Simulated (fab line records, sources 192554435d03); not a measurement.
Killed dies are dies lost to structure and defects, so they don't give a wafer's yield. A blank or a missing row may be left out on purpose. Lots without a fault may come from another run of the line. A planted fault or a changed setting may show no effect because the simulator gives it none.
fab line records | flow n5_finfet
record lots=5 wafers=15 last_day=15
route steps=1938 shown MOL_CONTACT_COAG@611 BEOL_M0_SAQP@632 PASSIVATION@1936
lots that met no fault: from a run of the same line without faults
start_h: hours from the record's first day to the start of the lot's first wafer shown | wait_h: hours since the lot's step before | " the same as in the row above | L1.1+2: a row that stands for several wafers | - no value, or no start given | * or withheld: withheld | < > ~ a bound
route shown NAME@n: a module of which the file shows steps, and the number in the route of the first | usual: mean/standard deviation of fault-free wafers | same: alike in all rows | chamber/n: place in a boat | sites: the reading at each site | _std_site: their standard deviation | _edge_site: outer sites' mean less inner sites' | radius_mm: how far each site lies from the wafer's centre | mask NAME#n: copy n | behind: the tool/chamber that last shaped the wafer | hold: why the lot was held/for how many hours/how that ended | device: the transistor (n, p or np) that didn't switch | end of line: the same wafers' tests at the end of the route | a step without rows: its recipe alone | killed: dies lost to structure and defects at the first sort, not the wafer's yield | map: a wafer's dies, x killed, . not, _ none there
set.NAME: the setting as run; set.NAME@STEP: as run at that earlier step | model.NAME: the simulator's own value behind a step, which no gauge read
lots at some steps of the route; a table a step, a row a wafer
services: from which hour (start_h, from the record's first day; less than 0 if before it) a tool's chamber was out of use, for how many hours, and why
## steps
# step N5_MOL_CONTACT_COAG_STRIP_68
# recipe chemistry=N2/H2 temp_c=40 n2_flow_sccm=200 h2_flow_sccm=200 rf_frequency_hz=6e+07
# step N5_MOL_CONTACT_COAG_STRIP_69
# recipe chemistry=N2/H2 temp_c=40 n2_flow_sccm=200 h2_flow_sccm=200 rf_frequency_hz=6e+07
# step N5_MOL_CONTACT_COAG_ETCHBACK_136
# recipe chemistry=CHF3 target=SiO2 target_depth_a=250 time_s=16.7 ion_energy_ev=200 pressure_mtorr=30 source_w=610 bias_w=170 Ar_flow_sccm=200 CHF3_flow_sccm=50
# step N5_MOL_CONTACT_COAG_STRIP_120
# recipe chemistry=CHF3 resist=SiARC rf_frequency_hz=6e+07
# step N5_MOL_CONTACT_COAG_VIA_ETCH_117
# recipe chemistry=C4F6/O2 target_depth_a=400 overetch_a=80 mask_material=SOC target=SiO2 bias_w=455 pressure_mtorr=10 time_s=26 source_w=325 Ar_flow_sccm=300 C4F6_flow_sccm=10 O2_flow_sccm=10 ion_energy_ev=575.3 ends=end_point
# step N5_MOL_CONTACT_COAG_ETCH_124
# recipe chemistry=CH3F/O2 target=SiNx target_depth_a=65 mask_material=SOC stop_on=SiOC over_etch_frac=0.3 ion_energy_ev=120 pressure_mtorr=30 source_w=395 bias_w=73 Ar_flow_sccm=150 CH3F_flow_sccm=30 O2_flow_sccm=20 ends=end_point
# step N5_MOL_CONTACT_COAG_ETCH_48
# recipe chemistry=C4F6/O2 target_depth_a=150 overetch_a=45 mask_material=SOC target=SiOC bias_w=465 pressure_mtorr=10 time_s=17 source_w=335 Ar_flow_sccm=300 C4F6_flow_sccm=10 O2_flow_sccm=10 ion_energy_ev=576
# step N5_MOL_CONTACT_COAG_STRIP_72
# recipe chemistry=N2/H2 power_w=450 temp_c=40 pressure_mtorr=20 rf_frequency_hz=6e+07 overash_fraction=3 bias_power_w=7 h2_frac=0.5 n2_flow_sccm=200 h2_flow_sccm=200
# step N5_MOL_CONTACT_COAG_STRIP_49
# recipe chemistry=N2/H2 time_s=30 power_w=1000 temp_c=250 pressure_mtorr=withheld n2_flow_sccm=1750 h2_flow_sccm=3250
# step N5_MOL_CONTACT_COAG_PRECLEAN_138
# recipe chemistry=alkaline_clean temp_c=60 time_s=60 do_ppb=50
# step N5_MOL_CONTACT_COAG_SRD_139
# recipe dry=ipa_marangoni time_s=30 temp_c=23 rinse_liquid=diw
# step N5_MOL_CONTACT_COAG_PRE_CLEAN_121
# recipe gas=H2/He time_s=* temp_c=withheld
# columns lot.wafer tool chamber start_h wait_h
L369.2+4+5 cvd_w-02 1 148.69 0.0
L371.1+3+4 cvd_w-02 0,0,1 162.64 0.0
L373.1+3+5 cvd_w-02 0,1,0 173.64 0.0
L374.2+4+6 cvd_w-02 1 177.64 0.0
L376.1+4+6 cvd_w-01 0,1,1 195.08 0.0
# step N5_MOL_CONTACT_COAG_CVD_140
# recipe material=W target_thk_a=665 mode=selective_fill temp_c=300 time_s=215
# step N5_MOL_CONTACT_COAG_PRECLEAN_127
# recipe chemistry=DIW time_s=57.5 temp_c=23
# step N5_MOL_CONTACT_COAG_SRD_128
# recipe dry_time_s=32 dry=n2_spin spin_rpm=1500
# step N5_MOL_CONTACT_COAG_CMP_52
# recipe stop_on=SiO2 t_overpolish_s=1.5 post_cmp_clean=w_dilute_nh4oh down_force_psi=4 platen_rpm=50.289 pad_velocity_m_s=1.0006 target_thk_nm=66.5
# step N5_MOL_CONTACT_COAG_ANNEAL_112
# recipe temp_c=400 time_s=1800 ambient=HPD2 pressure_atm=10
# step N5_BEOL_M0_SAQP_PECVD_00
# recipe material=SiCN target_thk_a=80 temp_c=withheld precursor=3MS/NH3 pressure_torr=3 rf_w=202 time_s=14
# step N5_BEOL_M0_SAQP_ILD_DEP_01
# recipe material=SiOC target_thk_a=454.19 temp_c=350 precursor=DEMS/O2 pressure_torr=5 rf_w=500 time_s=8.7
# step N5_BEOL_M0_SAQP_HM_DEP_02
# recipe material=TiN target_thk_a=120 temp_c=25 chamber_pressure_pa=0.49996
# step N5_BEOL_M0_SAQP_PECVD_03
# recipe material=SiCN target_thk_a=120 temp_c=withheld precursor=3MS/NH3 pressure_torr=3 rf_w=202 time_s=21.1
# step N5_BEOL_M0_SAQP_PECVD_96
# recipe material=a-Si target_thk_a=450 temp_c=350 precursor=SiH4/He pressure_torr=3 rf_w=100 time_s=45.2
# step N5_BEOL_M0_SAQP_PECVD_97
# recipe material=SiNx target_thk_a=230 temp_c=350 precursor=SiH4/NH3/N2 pressure_torr=1.5 rf_w=300 time_s=19.9
# step N5_BEOL_M0_SAQP_PECVD_04
# recipe material=a-Si target_thk_a=600 temp_c=350 precursor=SiH4/He pressure_torr=3 rf_w=100 time_s=60.2
# step N5_BEOL_M0_SAQP_HM_DEP_111
# recipe material=SiO2 target_thk_a=120 temp_c=400 precursor=SiH4/N2O pressure_torr=0.75 rf_w=275 time_s=7.2
# step N5_BEOL_M0_SAQP_COAT_81
# recipe resist=SOC temp_c=250 time_s=60 spin_rpm=1500 resist_thk_nm=100
# step N5_BEOL_M0_SAQP_COAT_82
# recipe resist=SiARC temp_c=220 time_s=60 spin_rpm=1500 resist_thk_nm=30
# step N5_BEOL_M0_SAQP_COAT_08
# recipe resist=CAR-ArF spin_rpm=1500 resist_thk_nm=90
# step N5_BEOL_M0_SAQP_EBR_10
# recipe solvent=PGMEA ebr_width_mm=1.5
# step N5_BEOL_M0_SAQP_SOFTBAKE_09
# recipe temp_c=110 time_s=60 resist=CAR-ArF
# step N5_BEOL_M0_SAQP_EXPOSE_11
# recipe mask_id=M0_CORE na=1.35 source_shape=dipole sigma_inner=0.538 sigma_outer=0.738 polarization=te target_cd_nm=42 dose_mj=55
# step N5_BEOL_M0_SAQP_PEB_12
# recipe peb_temp_c=withheld peb_time_s=60 resist=CAR-ArF
# step N5_BEOL_M0_SAQP_DEVELOP_13
# recipe develop_time_s=30 developer=TMAH resist=CAR-ArF dev_temp_c=23 rinse_liquid=diw dry=air_spin
# step N5_BEOL_M0_SAQP_DESCUM_19
# recipe chemistry=O2 time_s=7.9 source_power_w=50 bias_power_w=20 pressure_mtorr=20 rf_frequency_hz=2.712e+07 temp_c=40 resist=CAR-ArF o2_flow_sccm=225
# step N5_PASSIVATION_PROBE_49
# usual defect_limited_yield=91.3/1.5 killed_at_M0_to_M3=34/9.4 killed_at_M4_up=13/5.3 killed_at_contacts=13/5.7 killed_at_front_end=40/10 killed_at_other=3.7/2.8 killed_dies=103/17 killed_open=67/13 killed_short=35/8.5 sort_bin_5_function=5.0/0.98 sort_bin_6_memory=3.3/0.7 sort_n_pass=1077/17 sort_yield_pct=91.3/1.5
# same gross_dies=1180 killed_at_back_side=0 sort_bin_4_leakage[%]=0 sort_bin_8_speed[%]=0
# columns lot.wafer tool chamber start_h wait_h defect_limited_yield[%] killed_at_M0_to_M3 killed_at_M4_up killed_at_contacts killed_at_front_end killed_at_other killed_dies killed_open killed_short sort_bin_5_function[%] sort_bin_6_memory[%] sort_n_pass sort_yield_pct[%]
L371.1 prober-02 - 326.67 0.1 87.1 28 14 70 37 3 152 66 27 7.6 3.9 1028 87.1
L371.3 prober-02 - 326.77 0.2 85.9 36 15 80 33 2 166 62 38 7.7 4.3 1014 85.9
L371.4 prober-02 - 326.82 0.3 84.2 20 8 114 44 1 187 52 32 9.0 4.7 993 84.2
L373.1 prober-01 - 332.57 0.0 88.0 25 16 74 26 1 142 54 26 7.6 3.3 1038 88.0
L373.3 prober-01 - 332.67 0.1 84.6 23 9 120 29 1 182 39 35 9.5 4.1 998 84.6
L373.5 prober-01 - 332.77 0.2 85.8 42 17 71 37 1 168 76 38 8.5 4.1 1012 85.8
L374.2 prober-01 - 355.57 0.1 82.8 22 14 116 48 3 203 55 35 11.2 4.3 977 82.8
L374.4 prober-01 - 355.67 0.2 83.2 33 9 110 43 3 198 61 31 11.4 3.7 982 83.2
L374.6 prober-01 - 355.77 0.3 83.5 22 9 100 62 2 195 75 27 11.6 3.7 985 83.5
# killed by level:class
L371.1 MOL_CONTACT_COAG:unspecified=57 STI_FIN_REVEAL:geometric_particle:open=9 MOL_CONTACT_COAG:geometric_particle:open=9 BEOL_M1:geometric_particle:open=8 FIN_SAQP:geometric_particle:open=7 GATE_CUT:geometric_particle:short=7 BEOL_M0_SAQP:geometric_particle:open=6 BEOL_M3:geometric_particle:open=5
L371.3 MOL_CONTACT_COAG:unspecified=66 MOL_CONTACT_COAG:geometric_particle:open=12 FIN_SAQP:geometric_particle:short=9 BEOL_M1:geometric_particle:open=9 BEOL_M2:geometric_particle:open=8 STI_FIN_REVEAL:geometric_particle:open=5 ILD0:geometric_particle:short=4 BEOL_M0_SAQP:geometric_particle:short=4
L371.4 MOL_CONTACT_COAG:unspecified=102 STI_FIN_REVEAL:geometric_particle:open=8 FIN_SAQP:geometric_particle:short=7 GATE_CUT:geometric_particle:short=7 MOL_CONTACT_COAG:geometric_particle:open=7 BEOL_M0_SAQP:geometric_particle:open=7 FIN_SAQP:geometric_particle:open=6 MOL_CONTACT_COAG:geometric_particle:short=5
L373.1 MOL_CONTACT_COAG:unspecified=60 MOL_CONTACT_COAG:geometric_particle:open=10 STI_FIN_REVEAL:geometric_particle:open=7 BEOL_M3:geometric_particle:open=7 GATE_CUT:geometric_particle:open=5 GATE_CUT:geometric_particle:short=5 BEOL_M4:geometric_particle:open=5 MOL_CONTACT_COAG:geometric_particle:short=4
L373.3 MOL_CONTACT_COAG:unspecified=104 MOL_CONTACT_COAG:geometric_particle:open=8 MOL_CONTACT_COAG:geometric_particle:short=8 GATE_CUT:geometric_particle:short=6 BEOL_M2:geometric_particle:short=6 FIN_SAQP:geometric_particle:short=5 BEOL_M2:geometric_particle:open=5 STI_FIN_REVEAL:geometric_particle:open=4
L373.5 MOL_CONTACT_COAG:unspecified=54 BEOL_M3:geometric_particle:open=20 MOL_CONTACT_COAG:geometric_particle:open=11 FIN_SAQP:geometric_particle:short=7 BEOL_M0:geometric_particle:open=7 GATE_CUT:geometric_particle:short=6 MOL_CONTACT_COAG:geometric_particle:short=6 BEOL_M1:geometric_particle:open=5
L374.2 MOL_CONTACT_COAG:unspecified=106 MOL_CONTACT_COAG:geometric_particle:open=10 FIN_SAQP:geometric_particle:short=9 FIN_SAQP:geometric_particle:open=8 BEOL_M3:geometric_particle:open=7 ILD0:geometric_particle:short=6 BEOL_M4:geometric_particle:open=6 ILD0:geometric_particle:open=5
L374.4 MOL_CONTACT_COAG:unspecified=104 FIN_SAQP:geometric_particle:open=12 BEOL_M0_SAQP:geometric_particle:open=8 BEOL_M0_SAQP:geometric_particle:short=6 FIN_SAQP:geometric_particle:short=5 STI_FIN_REVEAL:geometric_particle:open=5 BEOL_M2:geometric_particle:open=5 BEOL_M3:geometric_particle:open=5
L374.6 MOL_CONTACT_COAG:unspecified=93 FIN_SAQP:geometric_particle:open=18 STI_FIN_REVEAL:geometric_particle:open=15 GATE_CUT:geometric_particle:open=8 BEOL_M3:geometric_particle:open=6 BEOL_M4:geometric_particle:open=6 MOL_CONTACT_COAG:geometric_particle:open=5 FIN_SAQP:geometric_particle:short=4
# map L371.4 (x killed, . not)
_________________............________________
______________.x................_____________
___________........................__________
__________................x........._________
________......................x......._______
_______.....xx...x..........x..........______
______.....x............................_____
_____......x.x.x.............x...x.......____
____.....x...x...........................x___
___.........................x...x..x.......__
___.............x.........................x__
__..x.......................x..............._
__.......x..x........x...x..x.......x......._
_............x...............x...............
_x..x.x......................x.............x.
_.x....x........x...............x.xxx..xx....
_.....x............x.........x...............
_.................................x...x....x.
_.x......x...x...........x......x.xxx........
_..............................xxxxxxx.x.....
_......x...........x..x.....x.x..xx.x.x..x..x
__.x.............x...........xxxxxxxxxx.x..._
__.............x.........x..xxxxxxxxxxx..xx._
___.xxx......................xxxxxxxxxxxx..__
___..................x......x.xxxxxxxxxxxx.__
____..x......x...............xxxxxxxxxxxxx___
_____..x...................xx..xxxxxxxxx.____
______.......x...x............xxxxxxxxx._____
_______.....xx....x.......x......x.x.x.______
________.............x.............x.x_______
__________..........xx.............._________
___________......x...........x.....__________
______________.................._____________
_________________............________________
# map L373.3 (x killed, . not)
_________________............________________
______________........x......x.._____________
___________.................x......__________
__________.................x........_________
________...................x.........._______
_______.......x.x.x............x.......______
______.............x..x.......x.......x._____
_____.....x..............................____
____......................................___
___........x...........x..x..............x.__
___........x...x....x..........x...........__
__.......................x.................._
__..x............x..........x.......x......._
_..x.....................x................x..
_........x.......xx...x.x.....x.........x....
_..........................x........x........
_................x.....x....x......x.......x.
_......x......x.......x........x..x.x.x......
_.....................x......x..xx.x..x....x.
_.......x.....x...x..........xxx..xx.xx...x..
_........x...................xxxxxxxxxx......
__.............xx...........x.xxxxxxxxx.x..._
__..........................xxxxxxxxxxxxx..._
___..........x...x....x.....x.xxxxxxxxxxx..__
___..........................xxxxxxxxxxxx..__
____........x....xx.........x.xxxxxxxxxxxx___
_____.............x....x...x..xxxxxxxxxxx____
______......x......x........x.xxxxxxxxx._____
_______.....................x.....xx...______
________................x...x....x..x._______
__________.........................._________
___________........................__________
______________.................._____________
_________________............________________
## services
# columns tool chamber start_h hours kind
cvd_w-01 - 155.01 2.8 pm
## key
first_sign step=N5_PASSIVATION_PROBE_49 reading=killed_at_contacts direction=up sigmas=15 usual=13 struck=95
effect step=N5_PASSIVATION_PROBE_49 reading=defect_limited_yield direction=down sigmas=4.3 usual=91.3 struck=85.0
more_kills_born_at N5_MOL_CONTACT_COAG_PRE_CLEAN_121@cvd_w-02=746
met_at N5_MOL_CONTACT_COAG_PRE_CLEAN_121
struck_wafers L371.1,L371.3,L371.4,L373.1,L373.3,L373.5,L374.2,L374.4,L374.6
onset_between 148.69 162.64
fault kind=chamber_particle_source tool=cvd_w-02 chamber=- onset_h=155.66 steps=N5_MOL_CONTACT_COAG_PRE_CLEAN_121 rate_per_visit_cm2=0.48913 end_h=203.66
